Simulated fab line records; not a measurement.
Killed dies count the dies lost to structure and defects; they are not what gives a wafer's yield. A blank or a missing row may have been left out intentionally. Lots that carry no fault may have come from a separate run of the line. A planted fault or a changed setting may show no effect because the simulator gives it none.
fab line records	flow n5Finfet
[record] lots = 7	wafers = 21	lastDay = 17
route steps=1938 shown BEOL_M3@1009 BEOL_M4@1021
lots that met no fault: taken from a fault-free run of the same line
startH: hours from the record's first day to the start of the lot's first wafer shown	waitH: time in hours since the lot's previous step	" as in the row above	L1.1+2: one row covering several wafers at once	- value missing, or start not given	* or withheld: withheld	< > ~ a bound
route shown NAME@n: names a module that has steps shown in the file, with the first one's number in the route	usual: mean and standard deviation over wafers with no fault	same: alike in all rows	chamber/n: place in a boat	sites: readings site by site	_std_site: standard deviation of those values	_edge_site: inner sites' mean taken away from outer sites' mean	radiusMm: for every site, how far away it sits from the centre of the wafer	mask NAME#n: copy n	behind: the last tool/chamber to shape the wafer	hold: cause of the lot's hold/its duration in hours/its outcome	device: the n, p or np transistor that did not switch	end of line: tests of these same wafers at the route's end	step lacking rows: just its recipe	killed: dies that structure and defects cost at the first sort, which is not the same as the wafer's yield	map: per-die view of a wafer (x killed, . not killed, _ where there is no die)
set.NAME: setting as actually run; set.NAME@STEP: the setting as run at that earlier step	model.NAME: the simulator's own value behind a step, which no gauge read
lots at some steps of the route; a table a step, a row a wafer
services: when a tool's chamber went out of use (startH, in hours from the record's first day, below 0 if earlier), for how many hours, and the reason
[[steps]]
[step N5_BEOL_M3_ANNEAL_95]
[recipe] tempC = 400	timeS = 240	ambient = vacuum
[step N5_BEOL_M3_SPUTTER_96]
[recipe] material = Cu	targetThkA = 45	tempC = -20	chamberPressurePa = 0.07	powerW = withheld	timeS = 8.29
[step N5_BEOL_M3_ECD_50]
[recipe] material = Cu	targetThkA = 3000
[step N5_BEOL_M3_ANNEAL_51]
[recipe] tempC = 225	timeS = 90	ambient = N2
[usual] wafer_temp_C_max = 225.9/0.35
lot.wafer	tool	chamber	startH	waitH	wafer_temp_C_max
L870.2	rtpAnneal-02	0	181.92	0.1	226.4
L870.4	"	0	"	"	226.2
L870.6	"	0	"	"	226.3
L874.1	rtpAnneal-01	0	202.75	0.1	225.7
L874.4	"	0	"	"	225.8
L874.5	"	0	"	"	225.9
L875.1	rtpAnneal-01	0	217.92	0.1	225.7
L875.2	"	0	"	"	225.7
L875.6	"	0	"	"	225.4
L877.1	rtpAnneal-01	0	221.26	0.1	225.9
L877.3	"	0	"	"	225.5
L877.6	"	0	"	"	226.0
L878.3	rtpAnneal-02	0	224.36	0.1	227.0
L878.4	"	0	"	"	226.0
L878.5	"	0	"	"	226.5
L889.1	rtpAnneal-02	0	289.24	0.1	226.4
L889.4	"	0	"	"	225.8
L889.5	"	0	"	"	226.3
L886.2	rtpAnneal-01	0	289.48	0.1	225.4
L886.3	"	0	"	"	225.8
L886.5	"	0	"	"	225.2
[step N5_BEOL_M3_CMP_52]
[recipe] stopOn = SiOC	tOverpolishS = 6.8	downForcePsi = 1	platenRpm = 50	clearingPlatenDownForcePsi = 1.5	clearingPlatenRpm = 50	postCmpClean = cuAlkaline	targetThkNm = 40	clearingPlatenPadVelocityMS = 0.99484	padVelocityMS = 0.99484
[step N5_BEOL_M3_THK_MEAS_53]
[recipe] thkMeasGauge = xrf	reads = Cu_of_BEOL_M3_ECD_50
[usual] M3_THK = 40.5/1.3
lot.wafer	tool	chamber	startH	waitH	M3_THK[nm]
L870.2	filmMetro-02	-	182.61	-	40.8
L870.4	"	-	"	"	41.5
L870.6	"	-	"	"	40.5
L874.1	filmMetro-02	-	203.34	-	40.3
L874.4	"	-	"	"	41.6
L874.5	"	-	"	"	39.8
L875.1	filmMetro-01	-	218.51	-	41.4
L875.2	"	-	"	"	40.0
L875.6	"	-	"	"	40.2
L877.1	filmMetro-02	-	221.86	-	40.9
L877.3	"	-	"	"	39.9
L877.6	"	-	"	"	42.0
L878.3	filmMetro-02	-	224.86	-	40.4
L878.4	"	-	"	"	42.6
L878.5	"	-	"	"	43.9
L889.1	filmMetro-02	-	290.03	-	39.0
L889.4	"	-	"	"	40.8
L889.5	"	-	"	"	40.9
L886.2	filmMetro-01	-	290.25	-	38.8
L886.3	"	-	"	"	40.0
L886.5	"	-	"	"	41.1
[step N5_BEOL_M3_PRE_CLEAN_60]
[recipe] gas = NH3/H2	timeS = 15	tempC = *	rfPowerW = 300
[usual] heaterPowerW = 86/20
lot.wafer	tool	chamber	startH	waitH	heaterPowerW
L870.2	cvdCo-01	1	182.64	0.0	110
L870.4	"	2	"	"	78
L870.6	"	0	"	"	70
L874.1	cvdCo-02	0	203.37	0.0	115
L874.4	"	0	"	"	113
L874.5	"	2	"	"	65
L875.1	cvdCo-01	0	218.54	0.0	69
L875.2	"	2	"	"	78
L875.6	"	1	"	"	113
L877.1	cvdCo-01	1	221.89	0.0	112
L877.3	"	2	"	"	78
L877.6	"	0	"	"	72
L878.3	cvdCo-01	0	224.89	0.0	74
L878.4	"	1	"	"	112
L878.5	"	0	"	"	74
L889.1	cvdCo-02	2	290.11	0.1	66
L889.4	"	0	"	"	114
L889.5	"	1	"	"	69
L886.2	cvdCo-01	1	290.38	0.1	114
L886.3	"	2	"	"	79
L886.5	"	1	"	"	114
[step N5_BEOL_M3_CO_CAP_55]
[recipe] material = Co	targetThkA = 20	tempC = 200	precursor = CCTBA/H2	pressureTorr = 30	timeS = 102.1
[step N5_BEOL_M3_PRE_CLEAN_56]
[recipe] gas = NH3	timeS = 15	tempC = withheld	rfPowerW = 300
[step N5_BEOL_M3_DEP_57]
[recipe] material = SiCN	targetThkA = 80	tempC = withheld	precursor = 3MS/NH3	pressureTorr = 3	rfW = 202	timeS = 14
[step N5_BEOL_M3_RS_MEAS_58]
[recipe] thkMeasGauge = four-point-probe	reads = Co_of_BEOL_M3_CO_CAP_55+Cu_of_BEOL_M3_ECD_50+Co_of_BEOL_M3_CVD_47+TaN_of_BEOL_M3_ALD_84
[usual] M3_RS = 0.663/0.027
lot.wafer	tool	chamber	startH	waitH	M3_RS[ohm/sq]
L870.2	filmMetro-02	-	182.87	0.1	0.665
L870.4	"	-	"	"	0.651
L870.6	"	-	"	"	0.675
L874.1	filmMetro-02	-	203.63	0.1	0.670
L874.4	"	-	"	"	0.648
L874.5	"	-	"	"	0.689
L875.1	filmMetro-02	-	218.80	0.1	0.648
L875.2	"	-	"	"	0.676
L875.6	"	-	"	"	0.670
L877.1	filmMetro-02	-	222.12	0.0	0.655
L877.3	"	-	"	"	0.675
L877.6	"	-	"	"	0.635
L878.3	filmMetro-02	-	225.12	0.1	0.663
L878.4	"	-	"	"	0.617
L878.5	"	-	"	"	0.595
L889.1	filmMetro-01	-	290.33	0.0	0.686
L889.4	"	-	"	"	0.651
L889.5	"	-	"	"	0.647
L886.2	filmMetro-01	-	290.60	0.1	0.706
L886.3	"	-	"	"	0.676
L886.5	"	-	"	"	0.651
[step N5_BEOL_M3_INSPECT_59]
[recipe] inspectInstrument = darkfield	mode = postDep
[usual] rawDefectCount = 74/21
lot.wafer	tool	chamber	startH	waitH	rawDefectCount
L870.2	defectInspect-02	-	182.89	0.0	51
L870.4	"	-	"	"	62
L870.6	"	-	"	"	57
L874.1	defectInspect-01	-	203.65	0.0	63
L874.4	"	-	"	"	87
L874.5	"	-	"	"	67
L875.1	defectInspect-02	-	218.82	0.0	67
L875.2	"	-	"	"	70
L875.6	"	-	"	"	94
L877.1	defectInspect-01	-	222.14	0.0	62
L877.3	"	-	"	"	51
L877.6	"	-	"	"	67
L878.3	defectInspect-02	-	225.15	0.0	86
L878.4	"	-	"	"	84
L878.5	"	-	"	"	116
L889.1	defectInspect-02	-	290.36	0.0	75
L889.4	"	-	"	"	61
L889.5	"	-	"	"	65
L886.2	defectInspect-02	-	290.63	0.0	151
L886.3	"	-	"	"	77
L886.5	"	-	"	"	77
[step N5_BEOL_M4_ILD_DEP_00]
[recipe] material = SiOC	targetThkA = 790	tempC = 350	precursor = DEMS/O2	pressureTorr = 5	rfW = 500	timeS = 15.3
[usual] heaterPowerW = 455/42	showerheadPlenumPTorr = 5.698/0.011	throttleValvePct = 12.1/0.65
lot.wafer	tool	chamber	startH	waitH	heaterPowerW	showerheadPlenumPTorr	throttleValvePct	model.SiOC_of_BEOL_M4_ILD_DEP_00.thkNm
L870.2	pecvd-03	0	182.93	0.0	470	5.694	11.3	78.4
L870.4	"	2	"	"	468	5.659	11.4	79.2
L870.6	"	1	"	"	503	5.703	11.9	79.4
L874.1	pecvd-01	2	203.69	0.0	454	5.693	12.1	78.6
L874.4	"	2	"	"	451	5.691	11.9	80.4
L874.5	"	1	"	"	430	5.692	12.9	38.4
L875.1	pecvd-03	0	218.86	0.0	488	5.695	11.3	80.4
L875.2	"	1	"	"	514	5.705	11.9	79.6
L875.6	"	1	"	"	516	5.690	11.8	81
L877.1	pecvd-01	1	222.18	0.0	521	5.688	13.2	78.6
L877.3	"	2	"	"	449	5.701	12.0	79
L877.6	"	0	"	"	438	5.700	12.0	39.2
L878.3	pecvd-01	2	225.18	0.0	465	5.698	11.9	79.8
L878.4	"	0	"	"	443	5.700	12.2	78.4
L878.5	"	1	"	"	442	5.688	12.8	39.2
L889.1	pecvd-01	2	290.39	0.0	429	5.696	12.0	80.4
L889.4	"	2	"	"	436	5.697	12.0	80.8
L889.5	"	1	"	"	510	5.698	12.7	80
L886.2	pecvd-01	2	290.66	0.0	468	5.703	12.0	78.4
L886.3	"	0	"	"	441	5.709	11.8	77
L886.5	"	2	"	"	465	5.696	12.0	79.4
[step N5_BEOL_M4_THK_MEAS_01]
[recipe] reads = SiOC_of_BEOL_M4_ILD_DEP_00
[usual] M4_ILD_THK = 79.3/1.1
lot.wafer	tool	chamber	startH	waitH	M4_ILD_THK[nm]
L870.2	filmMetro-01	-	183.00	0.1	78.4
L870.4	"	-	"	"	79.3
L870.6	"	-	"	"	79.5
L874.1	filmMetro-01	-	203.76	0.0	78.6
L874.4	"	-	"	"	80.4
L874.5	"	-	"	"	38.4
L875.1	filmMetro-01	-	218.94	0.1	80.4
L875.2	"	-	"	"	79.7
L875.6	"	-	"	"	80.9
L877.1	filmMetro-02	-	222.25	0.0	78.6
L877.3	"	-	"	"	79.1
L877.6	"	-	"	"	39.1
L878.3	filmMetro-02	-	225.25	0.1	79.9
L878.4	"	-	"	"	78.5
L878.5	"	-	"	"	39.2
L889.1	filmMetro-02	-	290.46	0.0	80.5
L889.4	"	-	"	"	80.8
L889.5	"	-	"	"	80.0
L886.2	filmMetro-02	-	290.73	0.1	78.4
L886.3	"	-	"	"	77.1
L886.5	"	-	"	"	79.4
[step N5_BEOL_M4_PECVD_72]
[recipe] material = SiO2	targetThkA = 160	tempC = 400	precursor = TEOS/O2	pressureTorr = 5.5	rfW = 450	teosFlowSccm = 53.8	gas = O2	flowSccm = 3000	timeS = 18
[usual] heaterPowerW = 692/61	showerheadPlenumPTorr = 8.79/0.045	throttleValvePct = 22.5/1.3
lot.wafer	tool	chamber	startH	waitH	heaterPowerW	showerheadPlenumPTorr	throttleValvePct
L870.2	pecvd-03	0	183.03	0.0	724	8.83	21.1
L870.4	"	2	"	"	669	8.67	21.6
L870.6	"	0	"	"	713	8.85	21.2
L874.1	pecvd-04	1	203.79	0.0	785	8.75	23.9
L874.4	"	1	"	"	794	8.75	24.1
L874.5	"	0	"	"	540	8.82	23.8
L875.1	pecvd-03	1	218.98	0.0	678	8.79	22.3
L875.2	"	0	"	"	636	8.86	21.4
L875.6	"	1	"	"	673	8.77	22.0
L877.1	pecvd-04	0	222.28	0.0	610	8.82	23.9
L877.3	"	1	"	"	744	8.76	23.8
L877.6	"	0	"	"	608	8.84	23.6
L878.3	pecvd-03	0	225.30	0.1	736	8.87	21.3
L878.4	"	1	"	"	741	8.78	22.1
L878.5	"	0	"	"	725	8.85	21.5
L889.1	pecvd-04	1	290.50	0.0	779	8.75	23.9
L889.4	"	2	"	"	674	8.79	21.0
L889.5	"	0	"	"	619	8.82	24.0
L886.2	pecvd-04	0	290.77	0.0	657	8.81	24.2
L886.3	"	2	"	"	669	8.80	20.9
L886.5	"	1	"	"	696	8.76	23.7
[step N5_BEOL_M4_HM_DEP_02]
[recipe] material = TiN	targetThkA = 200	tempC = 25	chamberPressurePa = 0.49996
[usual] throttleValvePct = 30.0/0.98
lot.wafer	tool	chamber	startH	waitH	throttleValvePct
L870.2	pvdSputter-01	-	185.82	2.8	30.0
L870.4	"	-	"	"	30.0
L870.6	"	-	"	"	29.7
L874.1	pvdSputter-03	-	204.35	0.5	30.0
L874.4	"	-	"	"	29.1
L874.5	"	-	"	"	31.6
L875.1	pvdSputter-02	-	219.28	0.3	29.2
L875.2	"	-	"	"	29.1
L875.6	"	-	"	"	29.1
L877.1	pvdSputter-03	-	222.36	0.1	30.2
L877.3	"	-	"	"	29.6
L877.6	"	-	"	"	31.7
L878.3	pvdSputter-02	-	225.56	0.2	29.2
L878.4	"	-	"	"	28.9
L878.5	"	-	"	"	28.9
L889.1	pvdSputter-02	-	290.55	0.0	30.0
L889.4	"	-	"	"	28.6
L889.5	"	-	"	"	29.9
L886.2	pvdSputter-01	-	292.59	1.8	30.6
L886.3	"	-	"	"	30.0
L886.5	"	-	"	"	32.0
[step N5_BEOL_M4_COAT_61]
[recipe] resist = SOC	tempC = 250	timeS = 60	spinRpm = 1500	resistThkNm = 60
[step N5_BEOL_M4_COAT_62]
[recipe] resist = SiARC	tempC = 220	timeS = 60	spinRpm = 1500	resistThkNm = 12
[step N5_BEOL_M4_COAT_73]
[recipe] resist = underlayer	tempC = 205	timeS = 60	spinRpm = 1500	resistThkNm = 5
[step N5_BEOL_M4_COAT_05]
[recipe] resist = CAR-EUV	spinRpm = 1500	resistThkNm = 30
[step N5_BEOL_M4_EBR_07]
[recipe] solvent = PGMEA	ebrWidthMm = 1.5
[step N5_BEOL_M4_SOFTBAKE_06]
[recipe] tempC = 110	timeS = 60	resist = CAR-EUV
[step N5_BEOL_M4_EXPOSE_08]
[recipe] maskId = M4	na = 0.33	sourceShape = dipole	sigmaInner = 0.369	sigmaOuter = 0.767	polarization = unpolarized	doseMj = 41.25
[step N5_BEOL_M4_PEB_09]
[recipe] pebTempC = 100	pebTimeS = 60	resist = CAR-EUV
[step N5_BEOL_M4_DEVELOP_10]
[recipe] developTimeS = 30	developer = TMAH	resist = CAR-EUV	rinseLiquid = surfactantRinse	dry = airSpin	devTempC = 23
[step N5_BEOL_M4_CD_MEAS_11]
[recipe] targetCdNm = 16.79	landingEnergyEv = 500	detector = seInlens	polarity = opening
[usual] cdNm = 16.77/0.2
lot.wafer	tool	chamber	startH	waitH	cdNm
L870.2	cdSem-01	0	186.22	-	16.40
L870.4	"	0	"	"	16.99
L870.6	"	0	"	"	16.56
L874.1	cdSem-01	0	204.89	-	16.58
L874.4	"	0	"	"	17.19
L874.5	"	0	"	"	16.88
L875.1	cdSem-03	0	219.80	-	16.96
L875.2	"	0	"	"	16.65
L875.6	"	0	"	"	16.58
L877.1	cdSem-01	0	222.88	-	16.95
L877.3	"	0	"	"	17.03
L877.6	"	0	"	"	16.78
L878.3	cdSem-01	0	225.95	-	16.87
L878.4	"	0	"	"	16.67
L878.5	"	0	"	"	16.78
L889.1	cdSem-01	0	291.07	-	16.91
L889.4	"	0	"	"	16.76
L889.5	"	0	"	"	16.86
L886.2	cdSem-03	0	292.98	-	16.72
L886.3	"	0	"	"	16.90
L886.5	"	0	"	"	16.75
[step N5_BEOL_M4_OVL_MEAS_12]
[recipe] pointsPerWafer = 522
[usual] M4_OVL = -0.1/0.57
lot.wafer	tool	chamber	startH	waitH	M4_OVL[nm]
L870.2	overlay-02	0	186.26	0.0	-0.7
L870.4	"	0	"	"	-1.3
L870.6	"	0	"	"	-1.9
L874.1	overlay-01	0	204.92	0.0	-0.3
L874.4	"	0	"	"	-0.7
L874.5	"	0	"	"	-0.6
L875.1	overlay-01	0	219.83	0.0	0.2
L875.2	"	0	"	"	0.5
L875.6	"	0	"	"	-0.1
L877.1	overlay-01	0	222.91	0.0	-0.1
L877.3	"	0	"	"	-0.1
L877.6	"	0	"	"	-0.4
L878.3	overlay-01	0	225.99	0.0	-0.7
L878.4	"	0	"	"	0.2
L878.5	"	0	"	"	0.7
L889.1	overlay-02	0	291.10	0.0	-0.8
L889.4	"	0	"	"	0.3
L889.5	"	0	"	"	0.1
L886.2	overlay-02	0	293.02	0.0	-0.3
L886.3	"	0	"	"	-0.9
L886.5	"	0	"	"	-0.7
[step N5_BEOL_M4_INSPECT_13]
[recipe] mode = adi	inspectInstrument = brightfield
[usual] rawDefectCount = 465/120
lot.wafer	tool	chamber	startH	waitH	rawDefectCount
L870.2	defectInspect-02	-	186.32	0.1	454
L870.4	"	-	"	"	414
L870.6	"	-	"	"	415
L874.1	defectInspect-01	-	204.98	0.1	351
L874.4	"	-	"	"	322
L874.5	"	-	"	"	361
L875.1	defectInspect-01	-	219.89	0.1	400
L875.2	"	-	"	"	561
L875.6	"	-	"	"	512
L877.1	defectInspect-01	-	222.96	0.1	442
L877.3	"	-	"	"	357
L877.6	"	-	"	"	554
L878.3	defectInspect-01	-	226.04	0.0	510
L878.4	"	-	"	"	490
L878.5	"	-	"	"	602
L889.1	defectInspect-02	-	291.16	0.1	403
L889.4	"	-	"	"	363
L889.5	"	-	"	"	322
L886.2	defectInspect-02	-	293.07	0.0	488
L886.3	"	-	"	"	459
L886.5	"	-	"	"	326
[step N5_BEOL_M4_DESCUM_16]
[recipe] chemistry = O2	timeS = 7	sourcePowerW = 50	biasPowerW = 20	pressureMtorr = 20	rfFrequencyHz = 2.712e+07	tempC = 40	resist = CAR-EUV	o2FlowSccm = 225
[step N5_BEOL_M4_ETCH_74]
[recipe] chemistry = N2/H2	target = underlayer	targetDepthA = 65	maskMaterial = CAR-EUV	timeS = 5.2	ionEnergyEv = 200	pressureMtorr = 30	sourceW = 840	biasW = 150	n2FlowSccm = 200	h2FlowSccm = 200	ends = cleared
[step N5_BEOL_M4_ETCH_63]
[recipe] chemistry = CF4	target = SiARC	targetDepthA = 156	maskMaterial = CAR-EUV	timeS = 26	ionEnergyEv = 80	pressureMtorr = 40	sourceW = 545	biasW = 36	Ar_flow_sccm = 100	cf4FlowSccm = 100	ends = cleared
[step N5_BEOL_M4_ETCH_64]
[recipe] chemistry = N2/H2	target = SOC	targetDepthA = 750	overetchA = 225	maskMaterial = SiARC	tempC = 40	timeS = 121.9	ionEnergyEv = 200	pressureMtorr = 30	sourceW = 840	biasW = 150	n2FlowSccm = 200	h2FlowSccm = 200
[usual] drypumpMotorCurrentA = 5.8/0.32	oesProductAu = 0.60/0.065	rfVppV = 524.9/2.4	showerheadPlenumPTorr = 2.57/0.084	throttleValvePct = 17.8/0.3
lot.wafer	tool	chamber	startH	waitH	drypumpMotorCurrentA	oesProductAu	rfHoursCounterH	rfVppV	showerheadPlenumPTorr	throttleValvePct
L870.2	rieDiel-03	3	186.65	0.0	5.5	0.55	183	524.5	2.53	18.1
L870.4	"	1	"	"	5.4	0.56	168	520.9	2.43	17.5
L870.6	"	2	"	"	5.8	0.66	-	527.0	2.69	17.4
L874.1	rieDiel-05	1	205.09	0.0	5.5	0.53	194	527.9	2.64	18.0
L874.4	"	2	"	"	5.5	0.63	61	525.0	2.57	17.7
L874.5	"	3	"	"	5.8	0.63	-	521.5	2.46	17.6
L875.1	rieDiel-03	3	220.00	0.0	5.5	0.54	193	524.9	2.53	18.1
L875.2	"	2	"	"	5.7	0.65	61	528.1	2.68	17.5
L875.6	"	2	"	"	5.8	0.65	-	527.7	2.68	17.5
L877.1	rieDiel-05	2	223.16	0.0	5.5	0.62	68	525.4	2.57	17.7
L877.3	"	3	"	"	5.8	0.63	69	522.8	2.46	17.6
L877.6	"	1	"	"	5.5	0.53	-	527.3	2.64	18.0
L878.3	rieDiel-05	2	226.16	0.0	5.5	0.62	69	524.7	2.57	17.7
L878.4	"	1	"	"	5.5	0.53	-	526.1	2.64	18.0
L878.5	"	2	"	"	5.5	0.63	-	525.2	2.57	17.7
L889.1	rieDiel-05	3	291.28	0.0	5.8	0.60	95	521.4	2.45	17.7
L889.4	"	2	"	"	5.5	0.60	93	524.9	2.56	17.7
L889.5	"	3	"	"	5.8	0.61	-	522.6	2.45	17.7
L886.2	rieDiel-05	2	293.31	0.0	5.5	0.60	94	525.2	2.56	17.8
L886.3	"	3	"	"	5.8	0.60	96	521.9	2.45	17.7
L886.5	"	0	"	"	5.6	0.62	-	527.9	2.68	17.5
[step N5_BEOL_M4_STRIP_65]
[recipe] chemistry = N2/H2	tempC = 40	n2FlowSccm = 200	h2FlowSccm = 200	rfFrequencyHz = 6e+07
[step N5_BEOL_M4_STRIP_75]
[recipe] chemistry = N2/H2	tempC = 40	n2FlowSccm = 200	h2FlowSccm = 200	rfFrequencyHz = 6e+07
[step N5_BEOL_M4_STRIP_66]
[recipe] chemistry = CF4	resist = SiARC	powerW = 300	biasPowerW = 75	pressureMtorr = 50	cf4FlowSccm = 150	rfFrequencyHz = 6e+07
[step N5_BEOL_M4_HM_OPEN_17]
[recipe] chemistry = Cl2/BCl3	targetDepthA = 200	overetchA = 60	target = TiN	maskMaterial = SOC	ionEnergyEv = 150	pressureMtorr = 10	icpW = 1000	biasW = 126	Cl2_flow_sccm = 53.25	bcl3FlowSccm = 21.75	Ar_flow_sccm = 25
[step N5_BEOL_M4_STRIP_19]
[recipe] chemistry = O2	powerW = 400	tempC = 40	pressureMtorr = 30	rfFrequencyHz = 6e+07	biasPowerW = 0	overashFraction = 0.2	o2FlowSccm = 225
[step N5_BEOL_M4_CD_MEAS_18]
[recipe] pitchNm = 36	targetCdNm = 18
[usual] cdNm = 18.00/0.27
lot.wafer	tool	chamber	startH	waitH	cdNm
L870.2	cdSem-01	-	187.13	0.1	17.72
L870.4	"	-	"	"	17.67
L870.6	"	-	"	"	17.50
L874.1	cdSem-02	-	205.44	0.0	18.01
L874.4	"	-	"	"	17.87
L874.5	"	-	"	"	17.92
L875.1	cdSem-03	-	220.36	0.0	18.23
L875.2	"	-	"	"	18.04
L875.6	"	-	"	"	17.97
L877.1	cdSem-01	-	223.71	0.0	17.51
L877.3	"	-	"	"	17.76
L877.6	"	-	"	"	17.91
L878.3	cdSem-03	-	226.51	0.1	18.01
L878.4	"	-	"	"	18.03
L878.5	"	-	"	"	18.01
L889.1	cdSem-01	-	291.63	0.0	18.28
L889.4	"	-	"	"	18.12
L889.5	"	-	"	"	17.92
L886.2	cdSem-01	-	293.67	0.1	18.52
L886.3	"	-	"	"	18.30
L886.5	"	-	"	"	17.57
[step N5_BEOL_M4_COAT_67]
[recipe] resist = SOC	tempC = 250	timeS = 60	spinRpm = 1500	resistThkNm = 60
[step N5_BEOL_M4_COAT_68]
[recipe] resist = SiARC	tempC = 220	timeS = 60	spinRpm = 1500	resistThkNm = 12
[step N5_BEOL_M4_COAT_76]
[recipe] resist = underlayer	tempC = 205	timeS = 60	spinRpm = 1500	resistThkNm = 5
[step N5_BEOL_M4_COAT_22]
[recipe] resist = CAR-EUV	spinRpm = 1500	resistThkNm = 30
[step N5_BEOL_M4_CMP_52]
[recipe] stopOn = SiOC	tOverpolishS = 6.8	downForcePsi = 1	platenRpm = 50	clearingPlatenDownForcePsi = 1.5	clearingPlatenRpm = 50	postCmpClean = cuAlkaline	targetThkNm = 40	clearingPlatenPadVelocityMS = 0.99484	padVelocityMS = 0.99484
[usual] clearingPlatenDownForcePsi = 1.5002/0.0027	motorCurrentA = 5.9/0.54
lot.wafer	tool	chamber	startH	waitH	clearingPlatenDownForcePsi	motorCurrentA	model.SiOC_of_BEOL_M4_ILD_DEP_00.thkNm
L870.4	cmp-02	2	196.80	0.1	1.5014	6.0	76.2
L870.2	"	1	"	"	1.4947	6.6	75.4
L870.6	"	2	"	"	1.5015	6.0	76.4
L874.1	cmp-01	0	221.88	0.3	1.5028	5.7	75.6
L874.4	"	2	"	"	1.4994	5.8	77.4
L874.5	"	0	"	"	1.5038	6.0	35.4
L875.2	cmp-01	2	225.04	0.3	1.4973	5.8	76.6
L875.1	"	3	"	"	1.5012	6.0	77.4
L875.6	"	1	"	"	1.5012	5.7	78
L877.1	cmp-01	3	228.98	0.3	1.4982	6.0	75.6
L877.3	"	0	"	"	1.4984	5.7	76
L877.6	"	1	"	"	1.5026	5.7	36.2
L878.4	cmp-02	2	232.34	0.2	1.5021	5.8	75.4
L878.3	"	0	"	"	1.4982	4.9	76.8
L878.5	"	2	"	"	1.4957	5.6	36.2
L889.4	cmp-04	3	297.67	0.1	1.4990	5.4	77.8
L889.1	"	0	"	"	1.5028	7.4	77.4
L889.5	"	0	"	"	1.5027	7.4	77
L886.3	cmp-02	3	302.22	0.2	1.5021	5.9	74
L886.2	"	0	"	"	1.5019	4.9	75.4
L886.5	"	1	"	"	1.5013	6.6	76.4
[step N5_BEOL_M4_RC_MEAS_101]
[usual] DIBL_N = 35.9/1.3	DIBL_P = 35.9/1.6	IOFF_N = 0.156/0.022	IOFF_P = 0.205/0.023	ION_N = 675/9	ION_P = 463/5.6	SS_N = 71.4/0.57	SS_P = 73.1/0.52	VT_N = 249.7/2.8	VT_P = -250.2/2.5
lot.wafer	tool	chamber	startH	waitH	DIBL_N[mV/V]	DIBL_P[mV/V]	IOFF_N[nA/um]	IOFF_P[nA/um]	ION_N[uA/um]	ION_P[uA/um]	SS_N[mV/dec]	SS_P[mV/dec]	VT_N[mV]	VT_P[mV]
L870.2	prober-01	0	197.59	0.2	36.1	37.8	0.171	0.199	680	455	71.8	73.5	250.7	-252.6
L870.4	"	0	"	"	35.2	36.3	0.154	0.180	678	463	71.2	72.9	251.4	-252.8
L870.6	"	0	"	"	36.0	37.2	0.173	0.202	683	460	71.9	73.8	248.2	-251.9
L874.1	prober-02	0	222.71	0.0	34.6	34.8	0.122	0.193	655	458	71.6	73.5	253.8	-248.6
L874.4	"	0	"	"	34.8	33.5	0.125	0.186	663	458	71.6	72.9	250.4	-250.9
L875.1	prober-01	0	225.57	0.0	37.9	37.4	0.188	0.236	692	469	71.6	73.8	248.8	-246.2
L875.2	"	0	"	"	35.0	34.0	0.141	0.190	678	467	70.9	72.8	251.5	-251.7
L875.6	"	0	"	"	35.1	34.1	0.135	0.189	668	458	70.7	73.1	251.8	-250.8
L877.1	prober-01	0	229.51	0.0	36.3	36.5	0.162	0.204	678	465	71.7	73.7	246.0	-249.6
L877.3	"	0	"	"	34.8	34.2	0.141	0.179	669	465	70.8	73.2	248.4	-251.7
L878.3	prober-02	0	233.28	0.3	36.6	35.9	0.159	0.220	682	467	71.4	72.7	248.3	-248.0
L878.4	"	0	"	"	34.5	33.8	0.131	0.188	680	460	71.2	72.5	251.7	-251.3
L889.1	prober-02	0	298.27	0.0	37.7	36.7	0.173	0.202	683	462	71.7	73.5	249.6	-254.5
L889.4	"	0	"	"	37.9	36.8	0.175	0.203	681	460	72.3	73.8	248.5	-252.4
L889.5	"	0	"	"	39.2	38.4	0.201	0.235	679	462	72.1	73.6	249.6	-252.1
L886.2	prober-01	0	302.94	0.2	34.1	35.3	0.140	0.187	669	453	71.1	72.6	250.7	-250.7
L886.3	"	0	"	"	32.8	34.4	0.122	0.172	664	456	71.0	72.3	252.6	-252.9
L886.5	"	0	"	"	34.4	35.5	0.141	0.191	665	456	71.6	73.1	251.8	-251.7
[[services]]
tool	chamber	startH	hours	kind
pecvd-01	-	166.23	6.0	pm
pecvd-04	0	173.37	10.2	repair
pecvd-01	-	176.61	1.2	repair
pecvd-04	2	190.12	32.7	repair
pecvd-03	2	198.64	13.5	repair
cmp-02	-	202.10	0.9	repair
cmp-02	-	213.47	1.6	repair
cvdCo-02	1	213.85	10.7	repair
rieDiel-05	0	219.57	8.4	repair
cmp-02	-	225.03	1.2	repair
cvdCo-02	-	230.19	6.9	pm
rieDiel-05	2	241.26	2.6	repair
cvdCo-02	-	245.69	0.2	repair
pecvd-04	-	249.40	0.3	repair
cmp-02	-	253.86	1.7	repair
rieDiel-05	0	255.58	11.1	repair
cmp-02	-	263.48	4.0	pm
cmp-01	-	264.83	4.0	pm
pecvd-01	1	277.97	7.5	repair
cmp-01	-	278.43	11.6	pm
cmp-02	-	282.39	0.8	repair
pecvd-04	-	292.55	1.2	repair
pecvd-03	-	294.43	10.2	repair
rieDiel-05	-	299.94	2.8	pm
[[key]]
[firstSign] step = N5_BEOL_M4_THK_MEAS_01	reading = M4_ILD_THK	direction = down	sigmas = 37	usual = 79.3	struck = 38.9
effect none on later readings
[modelEffect] step = N5_BEOL_M4_ILD_DEP_00	value = SiOC_of_BEOL_M4_ILD_DEP_00.thkNm	without = 80.13	struck = 38.93
[modelEffect] step = N5_BEOL_M4_CMP_52	value = SiOC_of_BEOL_M4_ILD_DEP_00.thkNm	without = 77.13	struck = 35.93
metAt N5_BEOL_M4_ILD_DEP_00
struckWafers L874.5,L877.6,L878.5
laterRowsLeftOut L874.5,L877.6,L878.5
sortLeftOut L874.5,L877.6,L878.5
[fault] kind = processParameterDrift	tool = pecvd-01	chamber = -	onsetH = 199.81	steps = N5_BEOL_M4_ILD_DEP_00	channel = timeS	offset = *	shape = step	endH = 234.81	scope = struckWafersOnly	actsIn = *	stated = *
// sortLeftOut: the simulated sort isn't trusted on such a fault, so these wafers' sort isn't shown, and their yield isn't known
// laterRowsLeftOut: the simulator's readings of these wafers behind a module that went badly wrong aren't trusted and aren't shown, but for the sort
